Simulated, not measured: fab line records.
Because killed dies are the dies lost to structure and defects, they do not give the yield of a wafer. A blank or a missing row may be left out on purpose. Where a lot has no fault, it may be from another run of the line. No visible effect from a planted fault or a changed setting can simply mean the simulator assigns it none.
Matching of chambers -- flow n5Finfet -- uvCure-02 running N5_BEOL_M7_CURE_75: 3 sister chambers
The step cures SiCOH lowk, time 120 s. 6 wafers are shown with their chamber, then 11 later ones without.

== EACH WAFER AND ITS CHAMBER ==
wafer,chamber,wafer_temp_C_max,lampPowerPct (%)
L081.6,1,370.4,52.32
L086.4,0,371.2,52.36
L086.5,0,371.3,52.34
L085.2,2,371.7,52.25
L085.6,2,371.3,52.24
L087.1,1,371.5,52.24

== WAFERS WITHOUT THEIR CHAMBER ==
wafer,wafer_temp_C_max,lampPowerPct (%)
L087.5,371.2,52.31
L087.6,370.5,52.27
L090.1,370.8,52.36
L090.4,371.2,52.34
L090.5,371.0,52.28
L089.1,371.2,52.36
L089.2,370.8,52.31
L089.5,371.2,52.35
L092.1,371.8,52.26
L092.3,372.2,52.33
L092.5,372.8,52.30

== WHICH CHAMBER EACH ONE RAN IN ==
wafer,from the rows above,in truth
L087.5,can't be placed: 1 or 0 or 2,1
L087.6,can't be placed: 1 or 2 or 0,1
L090.1,can't be placed: 0 or 1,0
L090.4,can't be placed: 0 or 1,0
L090.5,can't be placed: 1 or 2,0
L089.1,0,0
L089.2,can't be placed: 1 or 0 or 2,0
L089.5,0,0
L092.1,can't be placed: 2 or 1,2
L092.3,can't be placed: 0 or 2 or 1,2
L092.5,can't be placed: 2 or 0 or 1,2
Correctly placed: 2 of 11. Not placeable from these rows: 9 (in 8, the candidates include the true chamber). Placed wrongly: 0.
How it was worked out, from the rows above alone: a wafer's distance from a chamber is the root of the sum, over the readings, of the square of ((its reading less the chamber's mean) divided by the reading's scatter). If the next closest chamber is less than 2 further off than the closest, the wafer can't be placed; otherwise it belongs to the closest. The mean given for a chamber averages the wafers shown for that chamber. How the scatter is found: for the shown wafers, subtract from each reading the mean of its chamber, square and add these, divide the total by (wafers less chambers), then take the root.
